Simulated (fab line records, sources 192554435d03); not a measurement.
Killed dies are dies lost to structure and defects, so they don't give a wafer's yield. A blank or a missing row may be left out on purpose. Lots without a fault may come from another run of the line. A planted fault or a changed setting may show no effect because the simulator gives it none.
fab line records | flow n5_finfet
record lots=24 wafers=72 last_day=18
route steps=1938 shown BEOL_M5@1189 BEOL_M6@1214
lots that met no fault: from a run of the same line without faults
start_h: hours from the record's first day to the start of the lot's first wafer shown | wait_h: hours since the lot's step before | " the same as in the row above | L1.1+2: a row that stands for several wafers | - no value, or no start given | * or withheld: withheld | < > ~ a bound
route shown NAME@n: a module of which the file shows steps, and the number in the route of the first | usual: mean/standard deviation of fault-free wafers | same: alike in all rows | chamber/n: place in a boat | sites: the reading at each site | _std_site: their standard deviation | _edge_site: outer sites' mean less inner sites' | radius_mm: how far each site lies from the wafer's centre | mask NAME#n: copy n | behind: the tool/chamber that last shaped the wafer | hold: why the lot was held/for how many hours/how that ended | device: the transistor (n, p or np) that didn't switch | end of line: the same wafers' tests at the end of the route | a step without rows: its recipe alone | killed: dies lost to structure and defects at the first sort, not the wafer's yield | map: a wafer's dies, x killed, . not, _ none there
set.NAME: the setting as run; set.NAME@STEP: as run at that earlier step | model.NAME: the simulator's own value behind a step, which no gauge read
steps of the route over a sample of lots; a table a step, a row a wafer
services: from which hour (start_h, from the record's first day; less than 0 if before it) a tool's chamber was out of use, for how many hours, and why
## steps
# step N5_BEOL_M5_CO_CAP_78
# recipe material=Co target_thk_a=20 temp_c=200 precursor=CCTBA/H2 pressure_torr=30 time_s=102.1
# usual heater_power_w=243/39
# columns lot.wafer tool chamber start_h wait_h heater_power_w
L074.1 cvd_co-02 2 181.78 0.0 204
L074.4 " 2 " " 193
L074.5 " 0 " " 229
L075.4 cvd_co-01 0 189.06 0.0 259
L075.5 " 2 " " 181
L075.6 " 1 " " 258
L076.2 cvd_co-02 0 191.24 0.0 230
L076.3 " 1 " " 304
L076.4 " 1 " " 307
L077.1 cvd_co-01 1 197.92 0.0 258
L077.2 " 2 " " 186
L077.4 " 0 " " 258
L078.1 cvd_co-01 1 204.34 0.0 263
L078.4 " 0 " " 257
L078.6 " 2 " " 183
L079.1 cvd_co-02 0 207.57 0.0 230
L079.3 " 2 " " 200
L079.6 " 0 " " 235
L080.3 cvd_co-02 1 212.11 0.0 304
L080.4 " 0 " " 233
L080.5 " 2 " " 201
L081.2 cvd_co-01 1 220.80 0.0 261
L081.3 " 0 " " 257
L081.5 " 1 " " 264
L082.3 cvd_co-02 0 228.29 0.0 228
L082.4 " 0 " " 235
L082.5 " 1 " " 305
L083.2 cvd_co-02 1 232.12 0.0 305
L083.5 " 0 " " 234
L083.6 " 2 " " 199
L084.2 cvd_co-02 1 239.60 0.0 308
L084.3 " 2 " " 203
L084.6 " 2 " " 202
L085.2 cvd_co-02 1 246.18 0.0 294
L085.5 " 1 " " 302
L085.6 " 0 " " 239
L086.1 cvd_co-02 2 247.42 0.0 200
L086.3 " 0 " " 238
L086.5 " 1 " " 297
L087.1 cvd_co-01 0 262.49 0.0 258
L087.5 " 0 " " 254
L087.6 " 2 " " 190
L090.2 cvd_co-01 1 271.38 0.0 261
L090.3 " 2 " " 190
L090.5 " 0 " " 250
L088.1 cvd_co-01 1 276.58 0.0 252
L088.3 " 1 " " 267
L088.4 " 0 " " 262
L089.1 cvd_co-01 0 276.76 0.0 256
L089.4 " 0 " " 261
L089.5 " 1 " " 260
L091.2 cvd_co-01 0 279.05 0.0 257
L091.3 " 1 " " 259
L091.6 " 0 " " 260
L092.1 cvd_co-01 2 292.94 0.0 192
L092.2 " 1 " " 259
L092.3 " 0 " " 261
L093.3 cvd_co-02 2 294.16 0.0 201
L093.4 " 2 " " 204
L093.6 " 1 " " 312
L094.1 cvd_co-01 2 300.93 0.0 183
L094.5 " 0 " " 258
L094.6 " 2 " " 188
L095.2 cvd_co-02 0 307.38 0.0 226
L095.3 " 2 " " 202
L095.4 " 0 " " 230
L096.2 cvd_co-01 0 323.07 0.0 260
L096.4 " 2 " " 190
L096.6 " 0 " " 269
L097.3 cvd_co-02 2 329.81 0.0 195
L097.5 " 0 " " 236
L097.6 " 2 " " 203
# step N5_BEOL_M5_DEP_56
# recipe material=SiCN target_thk_a=80 temp_c=withheld precursor=3MS/NH3 pressure_torr=3 rf_w=202 time_s=14
# usual showerhead_plenum_p_Torr=3.669/0.018 throttle_valve_pct=9.1/0.53
# columns lot.wafer tool chamber start_h wait_h showerhead_plenum_p_Torr throttle_valve_pct
L074.1 pecvd-01 2 181.90 0.0 3.695 8.4
L074.4 " 1 " " 3.688 10.5
L074.5 " 0 " " 3.659 9.0
L075.4 pecvd-04 1 189.16 0.0 3.689 9.7
L075.5 " 0 " " 3.668 8.7
L075.6 " 2 " " 3.672 8.9
L076.2 pecvd-04 1 191.36 0.0 3.695 9.5
L076.3 " 2 " " 3.654 8.8
L076.4 " 2 " " 3.669 9.0
L077.1 pecvd-01 2 198.04 0.0 3.692 8.5
L077.2 " 1 " " 3.681 10.4
L077.4 " 2 " " 3.697 8.4
L078.1 pecvd-04 0 204.45 0.0 3.666 8.9
L078.4 " 1 " " 3.708 9.5
L078.6 " 2 " " 3.664 9.0
L079.1 pecvd-04 2 207.68 0.0 3.658 9.0
L079.3 " 1 " " 3.691 9.6
L079.6 " 2 " " 3.672 8.7
L080.3 pecvd-02 2 212.26 0.0 3.650 9.3
L080.4 " 0 " " 3.650 8.7
L080.5 " 0 " " 3.640 8.6
L081.2 pecvd-02 2 220.91 0.0 3.651 9.2
L081.3 " 1 " " 3.645 9.0
L081.5 " 1 " " 3.647 8.7
L082.3 pecvd-02 2 228.40 0.0 3.653 9.2
L082.4 " 0 " " 3.647 8.9
L082.5 " 1 " " 3.636 8.8
L083.2 pecvd-04 0 232.24 0.0 3.667 9.1
L083.5 " 2 " " 3.660 8.9
L083.6 " 0 " " 3.666 8.9
L084.2 pecvd-01 2 239.72 0.0 3.697 8.7
L084.3 " 1 " " 3.670 10.4
L084.6 " 0 " " 3.657 9.0
L085.2 pecvd-04 0 246.29 0.0 3.676 9.0
L085.5 " 2 " " 3.670 8.7
L085.6 " 1 " " 3.689 9.4
L086.1 pecvd-01 1 247.53 0.0 3.684 10.4
L086.3 " 2 " " 3.693 8.2
L086.5 " 1 " " 3.681 10.5
L087.1 pecvd-01 1 262.60 0.0 3.679 10.3
L087.5 " 2 " " 3.692 8.6
L087.6 " 0 " " 3.659 8.9
L090.2 pecvd-02 1 271.50 0.0 3.653 8.9
L090.3 " 0 " " 3.643 9.0
L090.5 " 0 " " 3.649 8.8
L088.1 pecvd-02 1 276.73 0.0 3.657 8.8
L088.3 " 0 " " 3.641 9.0
L088.4 " 2 " " 3.656 8.6
L089.1 pecvd-04 2 276.91 0.0 3.673 8.8
L089.4 " 2 " " 3.672 9.1
L089.5 " 0 " " 3.659 9.1
L091.2 pecvd-01 2 279.17 0.0 3.700 8.4
L091.3 " 1 " " 3.684 10.1
L091.6 " 2 " " 3.694 8.5
L092.1 pecvd-04 1 293.05 0.0 3.686 9.5
L092.2 " 0 " " 3.664 9.0
L092.3 " 2 " " 3.666 8.5
L093.3 pecvd-02 2 294.28 0.0 3.653 8.7
L093.4 " 1 " " 3.655 8.8
L093.6 " 2 " " 3.658 9.0
L094.1 pecvd-02 1 301.04 0.0 3.649 9.0
L094.5 " 2 " " 3.645 8.8
L094.6 " 1 " " 3.657 9.0
L095.2 pecvd-04 1 307.50 0.0 3.697 9.7
L095.3 " 0 " " 3.667 8.8
L095.4 " 0 " " 3.665 8.9
L096.2 pecvd-01 0 323.19 0.0 3.659 9.0
L096.4 " 2 " " 3.698 8.5
L096.6 " 1 " " 3.671 10.4
L097.3 pecvd-01 0 329.94 0.0 3.661 9.0
L097.5 " 1 " " 3.688 10.4
L097.6 " 2 " " 3.707 8.7
# step N5_BEOL_M6_STRIP_67
# recipe chemistry=CF4 resist=SiARC power_w=300 bias_power_w=75 pressure_mtorr=50 cf4_flow_sccm=150 rf_frequency_hz=6e+07
# usual drypump_motor_current_A=5.9/0.6 oes_product_au=0.79/0.076 rf_vpp_V=270.6/1.5 showerhead_plenum_p_Torr=1.76/0.051 throttle_valve_pct=13.50/0.29
# columns lot.wafer tool chamber start_h wait_h drypump_motor_current_A oes_product_au rf_hours_counter_h rf_vpp_V showerhead_plenum_p_Torr throttle_valve_pct
L074.1 rie_diel-05 0 185.04 0.0 6.0 0.76 135 271.2 1.72 13.43
L074.4 " 2 " " 6.6 0.71 - 271.1 1.78 13.74
L074.5 " 3 " " 4.9 0.84 - 270.3 1.74 13.02
L075.4 rie_diel-06 3 191.13 0.0 6.4 0.73 184 272.6 1.85 13.73
L075.5 " 2 " " 6.2 0.90 - 270.6 1.77 13.49
L075.6 " 3 " " 6.5 0.74 - 273.4 1.85 13.72
L076.2 rie_diel-05 3 195.36 0.0 4.9 0.84 49 270.0 1.74 13.03
L076.3 " 0 " " 6.0 0.76 139 270.5 1.72 13.45
L076.4 " 3 " " 4.9 0.83 - 269.2 1.74 13.03
L077.1 rie_diel-02 0 201.29 0.0 5.1 0.86 55 270.4 1.75 13.31
L077.2 " 2 " " 6.2 0.78 99 268.5 1.74 13.59
L077.4 " 1 " " 5.5 0.85 43 269.8 1.76 13.11
L078.1 rie_diel-05 2 206.32 0.0 6.6 0.71 216 271.6 1.78 13.78
L078.4 " 3 " " 4.9 0.83 53 271.3 1.74 13.05
L078.6 " 2 " " 6.6 0.71 - 271.9 1.78 13.78
L079.1 rie_diel-06 1 209.42 0.0 5.9 0.95 11 275.4 1.91 13.16
L079.3 " 0 " " 4.9 0.70 225 269.8 1.70 14.02
L079.6 " 0 " " 4.9 0.70 - 268.3 1.70 14.02
L080.3 rie_diel-02 0 214.41 0.0 5.0 0.85 59 268.9 1.75 13.33
L080.4 " 2 " " 6.3 0.77 104 270.6 1.74 13.60
L080.5 " 2 " " 6.2 0.78 - 269.9 1.74 13.61
L081.2 rie_diel-05 2 223.45 0.0 6.6 0.70 222 271.0 1.78 13.79
L081.3 " 0 " " 6.0 0.75 150 269.8 1.72 13.48
L081.5 " 3 " " 4.9 0.81 - 269.4 1.74 13.06
L082.3 rie_diel-05 0 232.04 0.0 6.0 0.74 152 270.4 1.72 13.48
L082.4 " 3 " " 4.9 0.82 62 269.1 1.74 13.04
L082.5 " 2 " " 6.6 0.70 - 270.2 1.78 13.80
L083.2 rie_diel-05 0 235.75 0.0 6.0 0.76 153 270.0 1.72 13.48
L083.5 " 1 " " 6.3 0.88 - 268.7 1.76 13.44
L083.6 " 0 " " 6.0 0.75 - 268.4 1.72 13.48
L084.2 rie_diel-06 2 241.97 0.0 6.2 0.87 49 269.5 1.77 13.53
L084.3 " 0 " " 4.9 0.69 234 268.8 1.70 14.05
L084.6 " 3 " " 6.5 0.72 - 271.4 1.84 13.79
L085.2 rie_diel-06 3 248.75 0.0 6.4 0.72 206 271.5 1.84 13.77
L085.5 " 2 " " 6.2 0.88 - 269.6 1.77 13.53
L085.6 " 3 " " 6.5 0.72 - 272.0 1.84 13.78
L086.1 rie_diel-05 0 250.52 0.0 6.0 0.75 158 269.3 1.72 13.50
L086.3 " 2 " " 6.6 0.69 230 269.8 1.78 13.81
L086.5 " 0 " " 6.0 0.75 - 269.1 1.71 13.50
L087.1 rie_diel-02 1 266.60 0.0 5.5 0.82 69 270.7 1.75 13.15
L087.5 " 1 " " 5.5 0.82 - 269.4 1.75 13.18
L087.6 " 2 " " 6.2 0.76 - 270.0 1.73 13.66
L090.2 rie_diel-05 1 276.83 0.0 6.4 0.86 69 268.4 1.75 13.49
L090.3 " 3 " " 4.9 0.81 77 272.1 1.73 13.11
L090.5 " 1 " " 6.4 0.86 - 269.6 1.75 13.47
L088.1 rie_diel-05 3 278.57 0.0 4.9 0.80 77 269.9 1.73 13.09
L088.3 " 1 " " 6.3 0.86 69 268.4 1.75 13.48
L088.4 " 2 " " 6.6 0.69 240 269.9 1.77 13.85
L089.1 rie_diel-06 0 278.74 0.0 4.9 0.68 248 268.6 1.70 14.08
L089.4 " 2 " " 6.3 0.85 61 270.6 1.77 13.55
L089.5 " 3 " " 6.4 0.71 - 272.7 1.84 13.82
L091.2 rie_diel-06 0 283.63 0.0 4.9 0.68 249 269.6 1.69 14.08
L091.3 " 2 " " 6.2 0.85 62 270.8 1.77 13.56
L091.6 " 3 " " 6.4 0.71 - 272.4 1.84 13.80
L092.1 rie_diel-02 3 296.87 0.0 5.9 0.94 8 271.4 1.77 13.41
L092.2 " 1 " " 5.5 0.81 79 271.1 1.75 13.19
L092.3 " 0 " " 5.0 0.82 86 270.8 1.74 13.35
L093.3 rie_diel-06 2 297.61 0.0 6.2 0.85 67 271.6 1.76 13.60
L093.4 " 2 " " 6.2 0.84 - 270.0 1.76 13.61
L093.6 " 3 " " 6.4 0.71 - 272.6 1.84 13.82
L094.1 rie_diel-05 1 302.99 0.0 6.4 0.85 78 269.8 1.75 13.49
L094.5 " 1 " " 6.3 0.86 - 269.3 1.75 13.49
L094.6 " 0 " " 6.0 0.75 - 271.1 1.71 13.54
L095.2 rie_diel-02 0 310.66 0.0 5.1 0.81 90 269.3 1.74 13.38
L095.3 " 3 " " 5.9 0.93 12 270.3 1.77 13.41
L095.4 " 1 " " 5.5 0.81 83 269.9 1.75 13.19
L096.2 rie_diel-02 2 329.84 0.0 6.3 0.74 144 270.7 1.73 13.70
L096.4 " 1 " " 5.5 0.80 88 269.4 1.74 13.22
L096.6 " 1 " " 5.5 0.80 - 270.5 1.74 13.20
L097.3 rie_diel-05 1 331.99 0.0 6.4 0.83 91 270.0 1.75 13.54
L097.5 " 3 " " 4.9 0.78 - 269.8 1.73 13.13
L097.6 " 0 " " 6.0 0.73 - 269.2 1.71 13.56
# step N5_BEOL_M6_ETCH_66
# recipe chemistry=N2/H2 target=SOC target_depth_a=800 overetch_a=160 mask_material=SiARC temp_c=40 time_s=120 ion_energy_ev=200 pressure_mtorr=30 source_w=840 bias_w=150 n2_flow_sccm=200 h2_flow_sccm=200
# usual drypump_motor_current_A=5.8/0.6 oes_product_au=0.61/0.054 rf_vpp_V=522.4/1.9 showerhead_plenum_p_Torr=2.49/0.06 temp_c=40.00/0.12 throttle_valve_pct=17.7/0.34
# columns lot.wafer tool chamber start_h wait_h drypump_motor_current_A oes_product_au rf_hours_counter_h rf_vpp_V showerhead_plenum_p_Torr temp_c throttle_valve_pct
L074.1 rie_diel-02 1 187.49 0.0 5.5 0.66 38 522.5 2.47 39.83 17.2
L074.4 " 3 " " 6.0 0.54 224 521.9 2.52 40.10 18.2
L074.5 " 1 " " 5.5 0.67 - 521.5 2.47 39.71 17.2
L075.4 rie_diel-05 3 193.85 0.0 4.9 0.64 - 521.3 2.47 40.19 17.2
L075.5 " 2 " " 6.6 0.54 - 522.8 2.52 39.97 18.1
L075.6 " 0 " " 6.0 0.59 - 521.6 2.46 39.98 17.8
L076.2 rie_diel-05 0 196.80 0.0 6.0 0.58 140 521.0 2.46 39.94 17.7
L076.3 " 2 " " 6.6 0.54 213 524.5 2.52 39.82 18.0
L076.4 " 2 " " 6.6 0.54 - 522.0 2.52 39.92 18.0
L077.1 rie_diel-05 2 203.46 0.0 6.6 0.54 215 523.4 2.52 40.00 18.1
L077.2 " 3 " " 4.9 0.64 52 520.9 2.46 39.93 17.2
L077.4 " 1 " " 6.4 0.68 45 520.8 2.47 39.95 17.4
L078.1 rie_diel-06 3 207.41 0.0 6.5 0.55 189 527.8 2.65 40.00 18.2
L078.4 " 1 " " 5.9 0.73 10 528.0 2.69 39.99 17.2
L078.6 " 2 " " 6.2 0.68 - 521.3 2.48 40.03 17.7
L079.1 rie_diel-05 2 210.59 0.0 6.6 0.54 217 522.4 2.52 40.07 18.1
L079.3 " 3 " " 4.9 0.63 54 521.8 2.46 39.82 17.2
L079.6 " 1 " " 6.4 0.67 - 521.6 2.47 39.91 17.5
L080.3 rie_diel-02 3 215.26 0.0 6.0 0.53 234 522.3 2.52 39.97 18.2
L080.4 " 2 " " 6.3 0.59 104 521.3 2.46 39.97 17.8
L080.5 " 0 " " 5.1 0.66 - 522.7 2.49 40.14 17.8
L081.2 rie_diel-05 3 224.83 0.0 4.9 0.63 61 522.5 2.46 40.04 17.3
L081.3 " 1 " " 6.4 0.68 52 524.0 2.47 40.06 17.5
L081.5 " 0 " " 6.0 0.58 - 521.3 2.45 40.24 17.8
L082.3 rie_diel-02 0 233.91 0.0 5.1 0.65 65 521.2 2.49 39.89 17.8
L082.4 " 2 " " 6.2 0.60 110 521.9 2.46 40.10 17.9
L082.5 " 3 " " 6.0 0.53 - 522.8 2.51 40.20 18.2
L083.2 rie_diel-05 0 238.57 0.0 6.0 0.58 153 520.5 2.45 39.97 17.8
L083.5 " 0 " " 6.0 0.58 - 520.2 2.45 40.16 17.8
L083.6 " 1 " " 6.4 0.67 - 523.2 2.46 39.86 17.5
L084.2 rie_diel-05 0 245.48 0.0 6.0 0.57 156 519.2 2.45 39.95 17.8
L084.3 " 3 " " 4.9 0.62 66 522.1 2.46 40.28 17.3
L084.6 " 0 " " 6.0 0.57 - 519.4 2.45 39.99 17.8
L085.2 rie_diel-02 0 249.73 0.0 5.1 0.64 73 522.4 2.49 40.02 17.8
L085.5 " 2 " " 6.3 0.59 - 523.3 2.46 40.04 17.9
L085.6 " 1 " " 5.5 0.64 - 522.0 2.46 40.10 17.3
L086.1 rie_diel-05 1 251.64 0.0 6.4 0.67 60 522.1 2.46 40.07 17.5
L086.3 " 3 " " 4.9 0.63 68 522.4 2.46 39.99 17.3
L086.5 " 2 " " 6.6 0.53 - 523.1 2.52 40.14 18.1
L087.1 rie_diel-06 3 270.68 0.0 6.5 0.54 214 527.0 2.64 39.68 18.2
L087.5 " 0 " " 4.9 0.53 - 520.1 2.41 39.89 18.4
L087.6 " 1 " " 5.9 0.68 - 528.1 2.68 40.02 17.3
L090.2 rie_diel-05 0 282.59 0.0 6.0 0.57 165 522.2 2.45 39.89 17.8
L090.3 " 1 " " 6.4 0.66 71 520.5 2.46 39.96 17.5
L090.5 " 0 " " 6.0 0.57 - 520.7 2.45 39.96 17.8
L088.1 rie_diel-02 1 282.76 0.0 5.5 0.63 74 522.6 2.46 40.08 17.3
L088.3 " 2 " " 6.2 0.57 129 521.3 2.45 39.92 17.9
L088.4 " 0 " " 5.0 0.63 81 521.7 2.49 39.92 17.9
L089.1 rie_diel-06 2 283.08 0.0 6.2 0.65 62 522.4 2.47 40.05 17.7
L089.4 " 1 " " 5.9 0.68 39 528.2 2.68 40.21 17.3
L089.5 " 0 " " 4.9 0.52 - 521.4 2.40 39.89 18.4
L091.2 rie_diel-05 0 284.44 0.0 6.0 0.57 166 520.4 2.45 40.07 17.8
L091.3 " 1 " " 6.4 0.65 72 521.6 2.46 39.81 17.5
L091.6 " 3 " " 4.9 0.61 - 521.9 2.45 40.13 17.3
L092.1 rie_diel-02 2 299.94 0.0 6.3 0.57 135 522.1 2.45 40.07 17.9
L092.2 " 0 " " 5.0 0.63 87 521.5 2.48 40.08 17.9
L092.3 " 1 " " 5.5 0.62 80 522.2 2.46 39.98 17.3
L093.3 rie_diel-06 3 300.33 0.0 6.5 0.54 224 526.9 2.64 40.09 18.2
L093.4 " 2 " " 6.2 0.65 - 523.5 2.47 40.12 17.7
L093.6 " 3 " " 6.5 0.54 - 525.6 2.64 39.90 18.2
L094.1 rie_diel-05 1 304.71 0.0 6.4 0.65 78 522.0 2.46 39.97 17.5
L094.5 " 2 " " 6.6 0.52 - 523.3 2.51 39.93 18.1
L094.6 " 1 " " 6.4 0.64 - 522.3 2.46 39.99 17.5
L095.2 rie_diel-05 0 311.82 0.0 6.0 0.57 173 519.9 2.44 39.96 17.8
L095.3 " 1 " " 6.4 0.64 82 520.7 2.45 40.04 17.5
L095.4 " 0 " " 6.0 0.57 - 520.9 2.44 40.17 17.8
L096.2 rie_diel-02 0 334.90 0.0 5.1 0.63 97 520.1 2.48 40.03 17.9
L096.4 " 2 " " 6.3 0.57 146 520.3 2.45 40.03 17.9
L096.6 " 2 " " 6.2 0.56 - 523.2 2.45 40.03 17.9
L097.3 rie_diel-02 0 335.30 0.0 5.1 0.62 97 521.3 2.48 39.86 17.9
L097.5 " 1 " " 5.5 0.61 - 519.4 2.45 40.22 17.3
L097.6 " 0 " " 5.0 0.62 - 522.3 2.48 39.93 17.9
# step N5_BEOL_M6_CD_MEAS_35
# recipe target_cd_nm=40 target_cd_y_nm=28 polarity=opening
# usual cd_nm=39.8/0.58
# columns lot.wafer tool chamber start_h wait_h cd_nm
L074.1 cd_sem-03 - 187.99 0.0 39.4
L074.4 " - " " 39.6
L074.5 " - " " 39.3
L075.4 cd_sem-02 - 194.31 0.0 39.6
L075.5 " - " " 39.5
L075.6 " - " " 40.1
L076.2 cd_sem-03 - 197.30 0.0 39.3
L076.3 " - " " 39.5
L076.4 " - " " 39.8
L077.1 cd_sem-01 - 203.96 0.0 40.4
L077.2 " - " " 40.4
L077.4 " - " " 40.2
L078.1 cd_sem-01 - 207.92 0.0 39.7
L078.4 " - " " 39.8
L078.6 " - " " 39.5
L079.1 cd_sem-01 - 211.09 0.0 41.1
L079.3 " - " " 39.8
L079.6 " - " " 40.3
L080.3 cd_sem-02 - 215.76 0.0 39.1
L080.4 " - " " 39.4
L080.5 " - " " 39.0
L081.2 cd_sem-01 - 225.33 0.0 40.5
L081.3 " - " " 40.4
L081.5 " - " " 40.0
L082.3 cd_sem-02 - 234.42 0.0 39.7
L082.4 " - " " 39.2
L082.5 " - " " 40.4
L083.2 cd_sem-03 - 239.07 0.0 40.2
L083.5 " - " " 40.2
L083.6 " - " " 40.2
L084.2 cd_sem-02 - 245.98 0.0 39.8
L084.3 " - " " 40.8
L084.6 " - " " 40.0
L085.2 cd_sem-02 - 250.23 0.0 40.2
L085.5 " - " " 39.8
L085.6 " - " " 39.9
L086.1 cd_sem-01 - 252.13 0.0 39.5
L086.3 " - " " 40.2
L086.5 " - " " 39.8
L087.1 cd_sem-01 - 271.18 0.0 39.5
L087.5 " - " " 39.7
L087.6 " - " " 39.2
L090.2 cd_sem-02 - 283.09 0.0 39.4
L090.3 " - " " 38.5
L090.5 " - " " 39.4
L088.1 cd_sem-02 - 283.26 0.0 40.0
L088.3 " - " " 39.3
L088.4 " - " " 39.9
L089.1 cd_sem-02 - 283.58 0.0 39.6
L089.4 " - " " 39.8
L089.5 " - " " 39.6
L091.2 cd_sem-01 - 284.95 0.0 38.6
L091.3 " - " " 39.4
L091.6 " - " " 39.0
L092.1 cd_sem-03 - 300.44 0.0 39.7
L092.2 " - " " 39.1
L092.3 " - " " 38.8
L093.3 cd_sem-03 - 300.83 0.0 39.3
L093.4 " - " " 39.6
L093.6 " - " " 40.1
L094.1 cd_sem-03 - 305.21 0.0 39.5
L094.5 " - " " 40.1
L094.6 " - " " 39.9
L095.2 cd_sem-02 - 312.32 0.0 39.8
L095.3 " - " " 41.2
L095.4 " - " " 40.5
L096.2 cd_sem-01 - 335.40 0.0 39.0
L096.4 " - " " 38.7
L096.6 " - " " 38.7
L097.3 cd_sem-03 - 335.81 0.0 39.7
L097.5 " - " " 40.3
L097.6 " - " " 40.2
# step N5_BEOL_M6_PRE_CLEAN_45
# recipe gas=H2/He time_s=30 temp_c=250
# usual heater_power_w=334/24
# columns lot.wafer tool chamber start_h wait_h heater_power_w
L074.1 pvd_sputter-03 - 188.53 0.0 322
L074.4 " - " " 322
L074.5 " - " " 339
L075.4 pvd_sputter-02 - 194.86 0.0 350
L075.5 " - " " 409
L075.6 " - " " 339
L076.2 pvd_sputter-01 - 197.75 0.0 320
L076.3 " - " " 307
L076.4 " - " " 328
L077.1 pvd_sputter-02 - 204.51 0.0 338
L077.2 " - " " 341
L077.4 " - " " 357
L078.1 pvd_sputter-03 - 208.36 0.0 318
L078.4 " - " " 320
L078.6 " - " " 317
L079.1 pvd_sputter-01 - 211.74 0.0 338
L079.3 " - " " 323
L079.6 " - " " 338
L080.3 pvd_sputter-01 - 216.40 0.0 323
L080.4 " - " " 329
L080.5 " - " " 317
L081.2 pvd_sputter-01 - 225.90 0.0 298
L081.3 " - " " 321
L081.5 " - " " 295
L082.3 pvd_sputter-02 - 234.89 0.0 332
L082.4 " - " " 331
L082.5 " - " " 332
L083.2 pvd_sputter-03 - 240.55 0.0 324
L083.5 " - " " 326
L083.6 " - " " 327
L084.2 pvd_sputter-03 - 246.72 0.0 325
L084.3 " - " " 331
L084.6 " - " " 347
L085.2 pvd_sputter-03 - 251.58 0.0 328
L085.5 " - " " 326
L085.6 " - " " 325
L086.1 pvd_sputter-01 - 252.58 0.0 316
L086.3 " - " " 313
L086.5 " - " " 296
L087.1 pvd_sputter-01 - 271.79 0.0 312
L087.5 " - " " 338
L087.6 " - " " 322
L090.2 pvd_sputter-03 - 283.96 0.0 330
L090.3 " - " " 326
L090.5 " - " " 327
L088.1 pvd_sputter-03 - 284.04 0.0 328
L088.3 " - " " 327
L088.4 " - " " 322
L089.1 pvd_sputter-03 - 284.50 0.0 324
L089.4 " - " " 324
L089.5 " - " " 318
L091.2 pvd_sputter-01 - 286.10 0.0 337
L091.3 " - " " 314
L091.6 " - " " 348
L092.1 pvd_sputter-01 - 301.20 0.0 311
L092.2 " - " " 322
L092.3 " - " " 342
L093.3 pvd_sputter-01 - 301.36 0.0 331
L093.4 " - " " 322
L093.6 " - " " 329
L094.1 pvd_sputter-03 - 306.33 0.0 335
L094.5 " - " " 324
L094.6 " - " " 325
L095.2 pvd_sputter-03 - 312.81 0.0 334
L095.3 " - " " 325
L095.4 " - " " 350
L096.2 pvd_sputter-02 - 335.80 0.0 326
L096.4 " - " " 334
L096.6 " - " " 331
L097.3 pvd_sputter-02 - 338.19 0.0 419
L097.5 " - " " 424
L097.6 " - " " 336
## services
# columns tool chamber start_h hours kind
rie_diel-05 1 162.15 36.3 repair
pecvd-02 - 184.99 27.0 repair
rie_diel-06 2 197.89 1.5 repair
rie_diel-02 1 198.27 1.6 repair
rie_diel-06 0 220.63 6.6 repair
rie_diel-02 - 229.71 0.5 repair
cvd_co-01 2 231.54 18.0 repair
rie_diel-05 0 258.19 9.4 repair
rie_diel-02 3 259.59 - clean
rie_diel-02 0 264.49 9.9 repair
cvd_co-01 2 272.90 5.4 repair
cvd_co-02 - 276.61 2.8 pm
pvd_sputter-02 - 279.52 3.8 repair
pecvd-01 - 289.64 1.0 repair
pecvd-04 1 298.99 6.2 repair
rie_diel-05 0 307.30 4.3 repair
rie_diel-05 2 311.74 - clean
rie_diel-05 2 311.74 - consumable_replace:focus_ring
rie_diel-05 2 311.74 19.0 scheduled_down
rie_diel-05 2 311.74 19.0 vent_cycle
pecvd-04 1 317.58 4.5 repair
pvd_sputter-01 - 320.04 19.6 repair
cvd_co-01 - 325.29 6.9 pm
rie_diel-06 3 328.29 2.5 repair
## key
fault none
